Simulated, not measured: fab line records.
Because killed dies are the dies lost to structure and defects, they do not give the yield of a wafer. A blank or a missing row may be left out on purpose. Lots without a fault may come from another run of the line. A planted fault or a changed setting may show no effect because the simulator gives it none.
Chamber matching -- flow n5Finfet -- pecvd-04 running N5_BEOL_M12_ILD_DEP_00: 3 sister chambers
The step deposits SiOC from DEMS/O2, target thk 658.92 nm, time 130.7 s. 16 wafers are shown with their chamber, then 8 later ones without.

## WAFERS, EACH WITH ITS CHAMBER
wafer,chamber,showerheadVppV (V),heaterPowerW (W),showerheadPlenumPTorr (Torr)
L075.2,2,1317,381,5.697
L075.3,1,1370,432,5.672
L075.6,0,1328,497,5.691
L076.1,1,1358,408,5.690
L076.3,0,1347,514,5.679
L076.4,2,1334,356,5.699
L077.2,1,1355,397,5.685
L077.3,1,1358,418,5.680
L077.6,1,1370,442,5.665
L081.1,0,1321,506,5.692
L081.2,1,1358,465,5.680
L081.6,0,1324,416,5.683
L081.3,0,1325,524,5.688
L081.4,1,1375,363,5.691
L081.5,1,1361,393,5.687
L083.4,1,1387,358,5.683

SIGNATURES (averages over the wafers above)
reading,chamber 0,chamber 1,chamber 2,scatter within a chamber
showerheadVppV,1329.00,1365.78,1325.50,10.6
heaterPowerW,491.40,408.44,368.50,37
showerheadPlenumPTorr,5.68660,5.68144,5.69800,0.00732
Rule: for each reading, subtract the chamber's mean from the wafer's reading, divide by that reading's scatter and square the result; add these up over the readings and take the root, which gives the wafer's distance from the chamber. The wafer belongs to the nearest chamber; if the next one is less than 2 further off, it can't be placed. The scatter: the root of (the sum of the squares of (reading less its chamber's mean) over the shown wafers, divided by (wafers less chambers)).

## WAFERS WITHOUT THEIR CHAMBER
wafer,showerheadVppV (V),heaterPowerW (W),showerheadPlenumPTorr (Torr)
L083.5,1317,427,5.676
L083.6,1334,391,5.705
L088.1,1347,538,5.680
L088.5,1364,397,5.715
L088.6,1367,435,5.705
L092.2,1346,447,5.681
L092.3,1342,404,5.706
L092.4,1367,410,5.690

## THE CHAMBER EACH PASSED THROUGH
wafer,from the rows above,in truth
L083.5,can't be placed: 0 or 2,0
L083.6,2,2
L088.1,can't be placed: 0 or 1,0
L088.5,can't be placed: 2 or 1 or 0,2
L088.6,can't be placed: 1 or 2 or 0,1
L092.2,can't be placed: 1 or 0 or 2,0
L092.3,can't be placed: 2 or 0 or 1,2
L092.4,1,1
Correctly placed: 2 of 8. Can't be placed from these rows: 6 (the true chamber is among the candidates in 6). Number placed wrongly: 0.
